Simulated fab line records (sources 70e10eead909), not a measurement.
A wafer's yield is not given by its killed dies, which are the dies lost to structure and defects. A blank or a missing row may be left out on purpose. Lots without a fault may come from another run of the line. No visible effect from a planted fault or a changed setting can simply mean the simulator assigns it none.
fab line records | flow nand_harc
record: lots: 6 | wafers: 18 | last_day: 34
route steps=1302 shown P_GATE@127
lots with no fault: from the same line, run without faults
start_h: start of the lot's first displayed wafer, in hours after the record's first day | wait_h: hours elapsed since this lot's preceding step | " identical to the entry in the row above | L1.1+2: a row that stands for several wafers | - either no value or no given start | * or withheld: withheld | < > ~ a bound
route shown NAME@n: NAME is a module with steps in the file, n the number in the route of the first one | usual: the fault-free wafers' mean and standard deviation | same: alike in all rows | chamber/n: place in a boat | sites: each site's reading | _std_site: the values' standard deviation | _edge_site: mean of outer sites minus mean of inner sites | radius_mm: how far each site lies from the wafer's centre | mask NAME#n: copy n | behind: the tool/chamber that last shaped the wafer | hold: why the lot went on hold/how many hours it stayed there/how the hold came to an end | device: the n, p or np transistor that did not switch | end of line: at the end of the route, the tests of the same wafers | a step without rows: its recipe alone | killed: not the wafer's yield, but the dies lost to structure and defects at the first sort | map: dies across one wafer; x = killed, . = not, _ = none there
set.NAME: the setting the step ran with; set.NAME@STEP: the setting that earlier step ran with | model.NAME: the simulator's own value behind a step, which no gauge read
lots at some steps of the route; a table a step, a row a wafer
services: a tool's chamber out of use, with start hour (start_h, from the record's first day; less than 0 if before it), hours out, and reason
== steps ==
step: NHARC_P_GATE_PRECLEAN_71
recipe: time_s: * | temp_c: 50 | bath_age_min: 0 | chemistry: SC1
step: NHARC_P_GATE_SRD_72
step: NHARC_P_GATE_OXIDE_16
recipe: target_thk_a: 30 | temp_c: 875 | ox_time_s: 392 | material: SiO2
step: NHARC_P_GATE_CVD_17
recipe: target_thk_a: 1500 | temp_c: 620 | time_s: 900 | material: poly-Si
step: NHARC_P_GATE_HM_DEP_102
recipe: target_thk_a: 1200 | temp_c: 400 | material: aC
usual: throttle_valve_pct: 34.999/0.0082
lot.wafer | tool       | chamber | start_h | wait_h | throttle_valve_pct
L637.1    | acl_dep-01 | 0       | 207.30  | 4.7    | 35.000
L637.5    | "          | 0       | "       | "      | 35.006
L637.6    | "          | 0       | "       | "      | 34.995
L640.4    | acl_dep-01 | 0       | 241.10  | 1.8    | 34.997
L640.5    | "          | 0       | "       | "      | 35.007
L640.6    | "          | 0       | "       | "      | 34.999
L642.1    | acl_dep-03 | 0       | 254.49  | 0.4    | 34.994
L642.3    | "          | 0       | "       | "      | 35.003
L642.4    | "          | 0       | "       | "      | 34.994
L646.1    | acl_dep-02 | 0       | 292.93  | 0.4    | 34.993
L646.2    | "          | 0       | "       | "      | 35.003
L646.5    | "          | 0       | "       | "      | 35.005
L649.1    | acl_dep-01 | 0       | 322.91  | 0.9    | 35.000
L649.2    | "          | 0       | "       | "      | 35.002
L649.5    | "          | 0       | "       | "      | 34.998
L648.1    | acl_dep-03 | 0       | 347.05  | 1.0    | 35.009
L648.4    | "          | 0       | "       | "      | 35.003
L648.5    | "          | 0       | "       | "      | 34.997
step: NHARC_P_GATE_DEP_103
recipe: target_thk_a: 300 | target_thk_nm: 30 | temp_c: 400 | flow_sccm: 200 | rf_w: 350 | material: SiON
usual: heater_power_w: 771/110
lot.wafer | tool     | chamber | start_h | wait_h | heater_power_w
L637.1    | pecvd-04 | 1       | 207.97  | 0.6    | 756
L637.6    | "        | 1       | "       | "      | 743
L637.5    | "        | 2       | "       | "      | 861
L640.6    | pecvd-04 | 2       | 241.53  | 0.1    | 819
L640.4    | "        | 0       | "       | "      | 682
L640.5    | "        | 1       | "       | "      | 680
L642.1    | pecvd-04 | 1       | 255.17  | 0.6    | 691
L642.3    | "        | 2       | "       | "      | 885
L642.4    | "        | 0       | "       | "      | 657
L646.2    | pecvd-02 | 2       | 293.62  | 0.5    | 660
L646.1    | "        | 0       | "       | "      | 887
L646.5    | "        | 1       | "       | "      | 736
L649.2    | pecvd-03 | 0       | 323.61  | 0.5    | 705
L649.1    | "        | 1       | "       | "      | 804
L649.5    | "        | 0       | "       | "      | 722
L648.1    | pecvd-03 | 2       | 347.71  | 0.6    | 974
L648.5    | "        | 2       | "       | "      | 964
L648.4    | "        | 0       | "       | "      | 642
step: NHARC_P_GATE_DEHYDRATE_18
recipe: temp_c: 150 | time_s: 120
step: NHARC_P_GATE_HMDS_19
recipe: time_s: 30
step: NHARC_P_GATE_COAT_20
recipe: spin_rpm: 1500 | resist_thk_nm: 90
step: NHARC_P_GATE_SOFTBAKE_21
recipe: temp_c: 105 | time_s: 55
step: NHARC_P_GATE_EBR_22
step: NHARC_P_GATE_EXPOSE_23
recipe: na: 1.35 | target_cd_nm: 120 | dose_mj: 93.91 | mask_id: P_GATE
step: NHARC_P_GATE_PEB_24
recipe: peb_temp_c: 100 | peb_time_s: 65
usual: exhaust_pa: 45.0/0.85 | heater_power_total_W: 156.6/0.44 | plate_temp_C: 100.02/0.14
lot.wafer | tool           | chamber | start_h | wait_h | exhaust_pa | heater_power_total_W | plate_temp_C
L637.1    | litho_track-06 | 0       | 208.57  | 0.1    | 44.3       | 156.1                | 99.74
L637.5    | "              | 0       | "       | "      | 46.8       | 155.9                | 99.58
L637.6    | "              | 0       | "       | "      | 45.3       | 156.4                | 99.49
L640.4    | litho_track-06 | 0       | 241.92  | 0.0    | 45.0       | 154.4                | 99.22
L640.5    | "              | 0       | "       | "      | 45.9       | 155.2                | 99.46
L640.6    | "              | 0       | "       | "      | 44.4       | 154.6                | 99.08
L642.1    | litho_track-06 | 0       | 255.62  | 0.1    | 45.2       | 155.1                | 99.15
L642.3    | "              | 0       | "       | "      | 45.3       | 154.5                | 99.31
L642.4    | "              | 0       | "       | "      | 45.2       | 154.9                | 99.17
L646.1    | litho_track-01 | 0       | 294.19  | 0.1    | 45.1       | 157.1                | 99.96
L646.2    | "              | 0       | "       | "      | 44.9       | 156.5                | 99.90
L646.5    | "              | 0       | "       | "      | 45.2       | 156.2                | 99.83
L649.1    | litho_track-04 | 0       | 324.18  | 0.1    | 43.7       | 157.2                | 100.02
L649.2    | "              | 0       | "       | "      | 44.6       | 156.5                | 99.84
L649.5    | "              | 0       | "       | "      | 44.4       | 156.0                | 99.91
L648.1    | litho_track-01 | 0       | 348.31  | 0.1    | 45.0       | 156.1                | 99.82
L648.4    | "              | 0       | "       | "      | 44.1       | 157.2                | 99.83
L648.5    | "              | 0       | "       | "      | 44.4       | 157.0                | 99.90
step: NHARC_P_GATE_DEVELOP_25
recipe: develop_time_s: 35 | dev_temp_c: 23
step: NHARC_P_GATE_CD_MEAS_26
recipe: target_cd_nm: 120 | landing_energy_ev: 500
usual: cd_nm: 120.0/0.44
lot.wafer | tool      | chamber | start_h | wait_h | cd_nm
L637.1    | cd_sem-03 | 0       | 208.65  | -      | 119.9
L637.5    | "         | 0       | "       | "      | 119.9
L637.6    | "         | 0       | "       | "      | 120.1
L640.4    | cd_sem-01 | 0       | 242.00  | -      | 123.4
L640.5    | "         | 0       | "       | "      | 123.5
L640.6    | "         | 0       | "       | "      | 122.7
L642.1    | cd_sem-03 | 0       | 255.70  | -      | 122.9
L642.3    | "         | 0       | "       | "      | 122.7
L642.4    | "         | 0       | "       | "      | 123.5
L646.1    | cd_sem-03 | 0       | 294.27  | -      | 119.6
L646.2    | "         | 0       | "       | "      | 119.2
L646.5    | "         | 0       | "       | "      | 119.8
L649.1    | cd_sem-02 | 0       | 324.26  | -      | 119.6
L649.2    | "         | 0       | "       | "      | 119.8
L649.5    | "         | 0       | "       | "      | 119.4
L648.1    | cd_sem-02 | 0       | 348.38  | -      | 120.5
L648.4    | "         | 0       | "       | "      | 120.5
L648.5    | "         | 0       | "       | "      | 120.5
step: NHARC_P_GATE_OVL_MEAS_27
usual: overlay_x_nm: 0.1/0.67 | overlay_y_nm: -0.1/0.79
lot.wafer | tool       | chamber | start_h | wait_h | overlay_x_nm | overlay_y_nm
L637.1    | overlay-01 | -       | 208.74  | -      | 0.3          | -0.9
L637.5    | "          | -       | "       | "      | 0.5          | 0.0
L637.6    | "          | -       | "       | "      | -0.5         | -0.8
L640.4    | overlay-02 | -       | 242.09  | -      | 0.2          | -1.0
L640.5    | "          | -       | "       | "      | 0.1          | -1.4
L640.6    | "          | -       | "       | "      | -0.2         | -0.9
L642.1    | overlay-02 | -       | 255.79  | -      | 0.2          | -0.4
L642.3    | "          | -       | "       | "      | 0.4          | -0.6
L642.4    | "          | -       | "       | "      | -0.1         | -0.6
L646.1    | overlay-01 | -       | 294.36  | -      | 0.8          | -1.0
L646.2    | "          | -       | "       | "      | 0.9          | -1.7
L646.5    | "          | -       | "       | "      | 0.6          | -1.3
L649.1    | overlay-02 | -       | 324.35  | -      | 0.7          | -0.7
L649.2    | "          | -       | "       | "      | 0.8          | -1.2
L649.5    | "          | -       | "       | "      | 0.4          | -0.5
L648.1    | overlay-02 | -       | 348.48  | -      | -0.4         | 0.3
L648.4    | "          | -       | "       | "      | 0.2          | 0.0
L648.5    | "          | -       | "       | "      | 0.0          | 0.3
step: NHARC_P_GATE_INSPECT_28
usual: raw_defect_count: 6/3.1
lot.wafer | tool              | chamber | start_h | wait_h | raw_defect_count
L637.1    | defect_inspect-01 | -       | 208.77  | 0.0    | 1
L637.5    | "                 | -       | "       | "      | 5
L637.6    | "                 | -       | "       | "      | 9
L640.4    | defect_inspect-02 | -       | 242.12  | 0.0    | 3
L640.5    | "                 | -       | "       | "      | 3
L640.6    | "                 | -       | "       | "      | 3
L642.1    | defect_inspect-02 | -       | 255.82  | 0.0    | 7
L642.3    | "                 | -       | "       | "      | 6
L642.4    | "                 | -       | "       | "      | 10
L646.1    | defect_inspect-02 | -       | 294.40  | 0.0    | 4
L646.2    | "                 | -       | "       | "      | 6
L646.5    | "                 | -       | "       | "      | 4
L649.1    | defect_inspect-01 | -       | 324.39  | 0.0    | 7
L649.2    | "                 | -       | "       | "      | 2
L649.5    | "                 | -       | "       | "      | 3
L648.1    | defect_inspect-02 | -       | 348.51  | 0.0    | 5
L648.4    | "                 | -       | "       | "      | 7
L648.5    | "                 | -       | "       | "      | 3
step: NHARC_P_GATE_DESCUM_31
recipe: time_s: 3 | o2_flow_sccm: 200 | ar_flow_sccm: 0 | bias_power_w: 0 | chemistry: O2
usual: drypump_motor_current_A: 5.6/0.5 | oes_product_au: 1.001/0.0069 | rf_vpp_V: 57.6/0.82 | showerhead_plenum_p_Torr: 1.87/0.073 | throttle_valve_pct: 11.312/0.0086
lot.wafer | tool        | chamber | start_h | wait_h | drypump_motor_current_A | oes_product_au | rf_hours_counter_h | rf_vpp_V | showerhead_plenum_p_Torr | throttle_valve_pct | model.P_GATE.cd_nm
L637.1    | rie_diel-06 | 0       | 208.86  | 0.1    | 5.4                     | 1.005          | 5.0                | 56.5     | 1.80                     | 11.307             | 120.3
L637.6    | "           | 1       | "       | "      | 6.4                     | 0.990          | -                  | 58.2     | 1.81                     | 11.299             | 120.6
L637.5    | "           | 2       | "       | "      | 5.0                     | 0.997          | -                  | 57.3     | 1.96                     | 11.311             | 119.8
L640.4    | rie_diel-13 | 0       | 242.21  | 0.1    | 5.0                     | 1.007          | 4.7                | 56.8     | 1.83                     | 11.320             | 123.2
L640.5    | "           | 1       | "       | "      | 5.2                     | 1.002          | -                  | 57.7     | 1.84                     | 11.314             | 123.1
L640.6    | "           | 2       | "       | "      | 5.0                     | 0.998          | -                  | 58.5     | 1.92                     | 11.320             | 123
L642.3    | rie_diel-08 | 2       | 255.88  | 0.1    | 6.0                     | 0.990          | 3.0                | 57.5     | 1.80                     | 11.304             | 122.6
L642.4    | "           | 3       | "       | "      | 6.2                     | 0.998          | 3.1                | 57.3     | 1.89                     | 11.321             | 123.4
L642.1    | "           | 0       | "       | "      | 5.4                     | 0.994          | 2.6                | 57.8     | 1.96                     | 11.310             | 123.2
L646.1    | rie_diel-08 | 3       | 294.46  | 0.1    | 6.2                     | 1.000          | 5.0                | 57.7     | 1.89                     | 11.297             | 120.1
L646.2    | "           | 0       | "       | "      | 5.4                     | 0.998          | 5.4                | 57.6     | 1.96                     | 11.310             | 120
L646.5    | "           | 3       | "       | "      | 6.2                     | 1.002          | -                  | 57.6     | 1.89                     | 11.305             | 120.1
L649.1    | rie_diel-13 | 2       | 324.45  | 0.1    | 5.0                     | 1.001          | 4.1                | 57.6     | 1.92                     | 11.309             | 119.7
L649.2    | "           | 0       | "       | "      | 5.1                     | 1.006          | 4.9                | 57.4     | 1.83                     | 11.326             | 119.9
L649.5    | "           | 3       | "       | "      | 6.3                     | 1.003          | -                  | 55.5     | 1.79                     | 11.309             | 119.7
L648.1    | rie_diel-08 | 2       | 348.57  | 0.1    | 6.0                     | 1.009          | 8.3                | 57.8     | 1.80                     | 11.302             | 120.8
L648.4    | "           | 3       | "       | "      | 6.2                     | 1.007          | 8.3                | 58.5     | 1.89                     | 11.303             | 120.4
L648.5    | "           | 2       | "       | "      | 6.0                     | 1.003          | -                  | 57.3     | 1.80                     | 11.313             | 120.5
step: NHARC_P_GATE_ETCH_104
recipe: target_depth_a: 600 | time_s: withheld | cf4_flow_sccm: 100 | chf3_flow_sccm: 30 | ar_flow_sccm: 0 | rf_w: 500 | bias_w: 200 | chemistry: CF4/CHF3
step: NHARC_P_GATE_HM_OPEN_105
recipe: target_depth_a: 3600 | o2_flow_sccm: 400 | cos_flow_sccm: 20 | ar_flow_sccm: 0 | rf_w: 500 | bias_w: 300 | chemistry: O2/COS
usual: cos_flow_sccm: 20.01/0.068 | drypump_motor_current_A: 5.6/0.48 | oes_product_au: 1.001/0.0071 | rf_vpp_V: 466.2/2.5 | showerhead_plenum_p_Torr: 3.07/0.12 | throttle_valve_pct: 28.330/0.009
lot.wafer | tool        | chamber | start_h | wait_h | cos_flow_sccm | drypump_motor_current_A | oes_product_au | rf_hours_counter_h | rf_vpp_V | showerhead_plenum_p_Torr | throttle_valve_pct
L637.1    | rie_diel-06 | 0       | -       | -      | 19.91         | 5.5                     | 1.002          | 5.0                | 463.8    | 2.95                     | 28.337
L637.5    | "           | 1       | "       | "      | 20.11         | 6.4                     | 0.994          | -                  | 464.2    | 2.97                     | 28.329
L637.6    | "           | 2       | "       | "      | 20.04         | 5.0                     | 0.997          | -                  | 468.1    | 3.19                     | 28.321
L640.4    | rie_diel-13 | 2       | -       | -      | 19.97         | 5.0                     | 1.001          | 3.9                | 467.5    | 3.14                     | 28.324
L640.5    | "           | 2       | "       | "      | 19.93         | 5.0                     | 0.987          | -                  | 468.1    | 3.14                     | 28.340
L640.6    | "           | 3       | "       | "      | 19.95         | 6.3                     | 1.000          | -                  | 463.5    | 2.93                     | 28.348
L642.1    | rie_diel-08 | 1       | -       | -      | 20.03         | 5.4                     | 0.997          | 2.3                | 470.4    | 3.26                     | 28.337
L642.3    | "           | 3       | "       | "      | 20.01         | 6.2                     | 1.008          | 3.1                | 467.5    | 3.09                     | 28.337
L642.4    | "           | 0       | "       | "      | 19.98         | 5.4                     | 1.002          | 2.6                | 469.3    | 3.19                     | 28.330
L646.2    | rie_diel-08 | 2       | -       | -      | 19.94         | 6.0                     | 1.008          | 5.3                | 464.4    | 2.95                     | 28.349
L646.1    | "           | 3       | "       | "      | 20.05         | 6.2                     | 0.996          | 5.0                | 467.3    | 3.09                     | 28.317
L646.5    | "           | 2       | "       | "      | 19.99         | 6.0                     | 1.004          | -                  | 463.4    | 2.95                     | 28.338
L649.2    | rie_diel-13 | 1       | -       | -      | 20.02         | 5.2                     | 0.999          | 4.3                | 465.0    | 3.01                     | 28.317
L649.1    | "           | 3       | "       | "      | 19.99         | 6.3                     | 0.999          | 4.8                | 463.5    | 2.93                     | 28.331
L649.5    | "           | 2       | "       | "      | 20.01         | 5.0                     | 0.986          | -                  | 467.2    | 3.14                     | 28.344
L648.1    | rie_diel-08 | 0       | -       | -      | 20.00         | 5.4                     | 1.015          | 8.9                | 469.0    | 3.19                     | 28.336
L648.4    | "           | 2       | "       | "      | 19.83         | 6.0                     | 1.003          | 8.3                | 464.3    | 2.95                     | 28.341
L648.5    | "           | 1       | "       | "      | 20.05         | 5.4                     | 1.010          | -                  | 470.1    | 3.26                     | 28.327
step: NHARC_P_GATE_STRIP_106
recipe: o2_flow_sccm: 400 | cos_flow_sccm: 20 | ar_flow_sccm: 0 | bias_w: 0 | chemistry: O2/COS
step: NHARC_P_GATE_ETCH_114
recipe: target_depth_a: 300 | overetch_a: 30 | time_s: 16.5 | ion_energy_ev: 100 | cf4_flow_sccm: 80 | o2_flow_sccm: 20 | ar_flow_sccm: 0 | rf_w: 300 | bias_w: 100 | chemistry: CF4/O2
usual: drypump_motor_current_A: 5.6/0.49 | oes_f_703_au: 1.000/0.0047 | oes_product_au: 1.001/0.0068 | rf_vpp_V: 197.2/1.4 | showerhead_plenum_p_Torr: 1.31/0.051 | throttle_valve_pct: 13.398/0.0089
lot.wafer | tool        | chamber | start_h | wait_h | drypump_motor_current_A | oes_f_703_au | oes_product_au | rf_hours_counter_h | rf_vpp_V | showerhead_plenum_p_Torr | throttle_valve_pct
L637.1    | rie_diel-06 | 2       | -       | -      | 5.0                     | 0.997        | 1.000          | 5.6                | 198.5    | 1.36                     | 13.398
L637.5    | "           | 2       | "       | "      | 5.0                     | 1.007        | 1.011          | -                  | 198.2    | 1.36                     | 13.410
L637.6    | "           | 3       | "       | "      | 5.5                     | 1.004        | 1.000          | -                  | 196.3    | 1.25                     | 13.419
L640.4    | rie_diel-13 | 1       | -       | -      | 5.2                     | 0.999        | 1.005          | 4.1                | 197.7    | 1.29                     | 13.389
L640.5    | "           | 3       | "       | "      | 6.3                     | 0.999        | 1.006          | -                  | 196.3    | 1.25                     | 13.380
L640.6    | "           | 0       | "       | "      | 5.1                     | 1.002        | 1.000          | -                  | 196.8    | 1.28                     | 13.409
L642.4    | rie_diel-08 | 1       | -       | -      | 5.4                     | 1.001        | 0.990          | 2.4                | 200.0    | 1.40                     | 13.399
L642.3    | "           | 3       | "       | "      | 6.2                     | 0.996        | 1.002          | 3.1                | 197.8    | 1.32                     | 13.395
L642.1    | "           | 0       | "       | "      | 5.4                     | 0.994        | 0.997          | 2.6                | 198.2    | 1.36                     | 13.404
L646.1    | rie_diel-08 | 2       | -       | -      | 6.0                     | 1.001        | 1.001          | 5.3                | 195.6    | 1.26                     | 13.413
L646.2    | "           | 1       | "       | "      | 5.4                     | 0.995        | 1.003          | 5.6                | 200.4    | 1.40                     | 13.394
L646.5    | "           | 2       | "       | "      | 6.0                     | 1.000        | 1.003          | -                  | 196.2    | 1.26                     | 13.395
L649.2    | rie_diel-13 | 2       | -       | -      | 5.0                     | 1.007        | 1.004          | 4.2                | 198.4    | 1.34                     | 13.376
L649.1    | "           | 0       | "       | "      | 5.1                     | 0.997        | 0.995          | 5.0                | 198.4    | 1.28                     | 13.383
L649.5    | "           | 2       | "       | "      | 5.0                     | 0.996        | 1.002          | -                  | 197.5    | 1.34                     | 13.403
L648.4    | rie_diel-08 | 0       | -       | -      | 5.4                     | 0.995        | 0.995          | 8.9                | 198.2    | 1.36                     | 13.393
L648.1    | "           | 1       | "       | "      | 5.4                     | 1.002        | 0.993          | 8.5                | 198.6    | 1.40                     | 13.391
L648.5    | "           | 1       | "       | "      | 5.4                     | 1.003        | 1.011          | -                  | 199.3    | 1.40                     | 13.389
step: NHARC_P_GATE_ETCH_32
recipe: target_depth_a: 1500 | over_etch_frac: 1 | over_etch_ion_energy_ev: 40 | time_s: 100.1 | hbr_flow_sccm: 150 | cl2_flow_sccm: 50 | rf_w: 400 | icp_w: 400 | bias_w: 100 | chemistry: HBr/Cl2
usual: drypump_motor_current_A: 6.0/0.36 | oes_product_au: 0.998/0.0085 | throttle_valve_pct: 26.405/0.0094
lot.wafer | tool      | chamber | start_h | wait_h | drypump_motor_current_A | oes_product_au | rf_hours_counter_h | throttle_valve_pct | model.P_GATE.cd_nm
L637.1    | rie_si-03 | 3       | 209.41  | -      | 6.5                     | 0.995          | 0.8                | 26.415             | 121.3
L637.5    | "         | 0       | "       | "      | 5.8                     | 0.995          | -                  | 26.398             | 122.6
L637.6    | "         | 1       | "       | "      | 5.6                     | 0.995          | -                  | 26.401             | 123.2
L640.4    | rie_si-01 | 3       | 242.64  | -      | 5.6                     | 0.998          | 0.2                | 26.412             | 123.5
L640.5    | "         | 3       | "       | "      | 5.5                     | 0.995          | -                  | 26.399             | 122.4
L640.6    | "         | 0       | "       | "      | 5.6                     | 1.004          | -                  | 26.399             | 123.1
L642.3    | rie_si-03 | 1       | 256.35  | -      | 5.7                     | 0.999          | 0.1                | 26.426             | 124
L642.4    | "         | 2       | "       | "      | 6.5                     | 0.999          | 0.1                | 26.407             | 120.1
L642.1    | "         | 0       | "       | "      | 5.8                     | 0.994          | 0.2                | 26.399             | 121.2
L646.1    | rie_si-03 | 1       | 294.94  | -      | 5.7                     | 0.989          | 0.4                | 26.403             | 120.4
L646.2    | "         | 3       | "       | "      | 6.5                     | 0.990          | 0.4                | 26.415             | 120.9
L646.5    | "         | 1       | "       | "      | 5.7                     | 1.009          | -                  | 26.399             | 122.8
L649.2    | rie_si-03 | 1       | 324.93  | -      | 5.7                     | 0.994          | 0.6                | 26.413             | 116.9
L649.1    | "         | 2       | "       | "      | 6.6                     | 0.986          | 0.6                | 26.405             | 116
L649.5    | "         | 1       | "       | "      | 5.7                     | 0.996          | -                  | 26.405             | 116.2
L648.1    | rie_si-03 | 3       | 349.04  | -      | 6.5                     | 0.997          | 0.6                | 26.409             | 121.7
L648.4    | "         | 0       | "       | "      | 5.8                     | 0.989          | 0.8                | 26.386             | 122.4
L648.5    | "         | 0       | "       | "      | 5.8                     | 0.990          | -                  | 26.393             | 122.9
step: NHARC_P_GATE_STRIP_108
recipe: o2_flow_sccm: 500 | ar_flow_sccm: 0 | bias_w: 0 | chemistry: O2
usual: drypump_motor_current_A: 5.6/0.49 | oes_product_au: 1.002/0.0072 | rf_vpp_V: 57.6/0.84 | showerhead_plenum_p_Torr: 3.45/0.13 | throttle_valve_pct: 17.036/0.0093
lot.wafer | tool        | chamber | start_h | wait_h | drypump_motor_current_A | oes_product_au | rf_hours_counter_h | rf_vpp_V | showerhead_plenum_p_Torr | throttle_valve_pct
L637.1    | rie_diel-13 | 1       | 209.57  | -      | 5.2                     | 1.001          | 2.1                | 56.9     | 3.41                     | 17.031
L637.5    | "           | 2       | "       | "      | 5.0                     | 0.996          | -                  | 56.3     | 3.55                     | 17.031
L637.6    | "           | 3       | "       | "      | 6.4                     | 0.996          | -                  | 58.3     | 3.32                     | 17.048
L640.4    | rie_diel-06 | 0       | 242.80  | -      | 5.5                     | 1.006          | 7.2                | 56.6     | 3.34                     | 17.041
L640.6    | "           | 0       | "       | "      | 5.5                     | 1.000          | -                  | 57.8     | 3.34                     | 17.035
L640.5    | "           | 1       | "       | "      | 6.4                     | 1.001          | -                  | 57.0     | 3.36                     | 17.038
L642.3    | rie_diel-08 | 1       | 256.52  | -      | 5.4                     | 0.999          | 2.4                | 59.3     | 3.69                     | 17.047
L642.4    | "           | 2       | "       | "      | 6.0                     | 1.005          | 3.1                | 57.5     | 3.34                     | 17.039
L642.1    | "           | 3       | "       | "      | 6.2                     | 1.001          | 3.1                | 57.6     | 3.49                     | 17.058
L646.1    | rie_diel-08 | 3       | 295.10  | -      | 6.2                     | 1.004          | 5.0                | 57.7     | 3.49                     | 17.022
L646.2    | "           | 0       | "       | "      | 5.4                     | 1.008          | 5.5                | 57.5     | 3.60                     | 17.032
L646.5    | "           | 3       | "       | "      | 6.2                     | 1.013          | -                  | 57.9     | 3.49                     | 17.035
L649.1    | rie_diel-08 | 2       | 325.10  | -      | 6.0                     | 1.012          | 8.1                | 56.3     | 3.34                     | 17.039
L649.2    | "           | 3       | "       | "      | 6.2                     | 1.013          | 8.1                | 57.8     | 3.49                     | 17.028
L649.5    | "           | 2       | "       | "      | 6.0                     | 1.003          | -                  | 56.4     | 3.34                     | 17.035
L648.4    | rie_diel-06 | 2       | 349.20  | -      | 5.0                     | 1.006          | 2.6                | 57.6     | 3.60                     | 17.030
L648.1    | "           | 0       | "       | "      | 5.4                     | 1.004          | 2.3                | 57.7     | 3.33                     | 17.028
L648.5    | "           | 2       | "       | "      | 5.0                     | 1.004          | -                  | 57.8     | 3.60                     | 17.023
== services ==
tool           | chamber | start_h | hours | kind
pecvd-03       | -       | 185.11  | 13.0  | pm
acl_dep-01     | -       | 190.75  | 13.0  | pm
rie_diel-08    | -       | 190.80  | 9.0   | pm
rie_si-01      | -       | 193.00  | 9.0   | pm
litho_track-04 | -       | 203.00  | 7.0   | pm
rie_diel-08    | 1       | 205.62  | 5.8   | repair
rie_si-03      | -       | 221.00  | 9.0   | pm
acl_dep-02     | -       | 222.43  | 3.9   | repair
pecvd-02       | -       | 227.29  | 13.0  | pm
acl_dep-03     | -       | 234.70  | 1.2   | repair
acl_dep-02     | -       | 244.74  | 13.0  | pm
rie_diel-13    | -       | 245.28  | 73.8  | repair
pecvd-04       | -       | 269.00  | 13.0  | pm
acl_dep-03     | -       | 299.36  | 13.0  | pm
pecvd-04       | 0       | 299.45  | 1.9   | repair
pecvd-02       | -       | 306.57  | 1.1   | repair
rie_diel-06    | -       | 307.20  | 9.0   | pm
rie_diel-08    | -       | 310.86  | 0.7   | repair
rie_si-03      | 3       | 316.92  | 12.9  | repair
rie_diel-08    | 1       | 322.57  | 2.4   | repair
rie_si-01      | -       | 325.01  | 1.1   | repair
litho_track-01 | -       | 330.00  | 7.0   | pm
rie_diel-08    | 1       | 341.79  | 3.7   | repair
rie_diel-13    | -       | 342.00  | 9.0   | pm
== key ==
first_sign: step: NHARC_P_GATE_PEB_24 | reading: plate_temp_C | direction: down | sigmas: 5.8 | usual: * | struck: *
effect: step: NHARC_P_GATE_PEB_24 | reading: heater_power_total_W | direction: down | sigmas: 4.1 | usual: * | struck: *
effect: step: NHARC_P_GATE_CD_MEAS_26 | reading: cd_nm | direction: up | sigmas: 7 | usual: 120.0 | struck: 123.1
model_effect: step: NHARC_P_GATE_DESCUM_31 | value: P_GATE.cd_nm | without: 119.9 | struck: 123.1
model_effect: step: NHARC_P_GATE_ETCH_32 | value: P_GATE.cd_nm | without: 119.2 | struck: 122.4
met_at NHARC_P_GATE_PEB_24
struck_wafers L640.4,L640.5,L640.6,L642.1,L642.3,L642.4
tester_left_out L640,L642
onset_between 208.57 241.92
fault: kind: process_parameter_drift | tool: litho_track-06 | chamber: - | onset_h: 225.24 | steps: NHARC_P_GATE_PEB_24 | channel: peb_temp_c | offset: * | shape: step | end_h: 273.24 | acts_in: * | stated: *
tester_left_out: of these lots the tester's yield and bins aren't shown, on N5 and GAA mostly nor the transistor test; their killed dies are dies lost to structure and defects alone, not to doping, threshold or leakage, so they don't give the yield
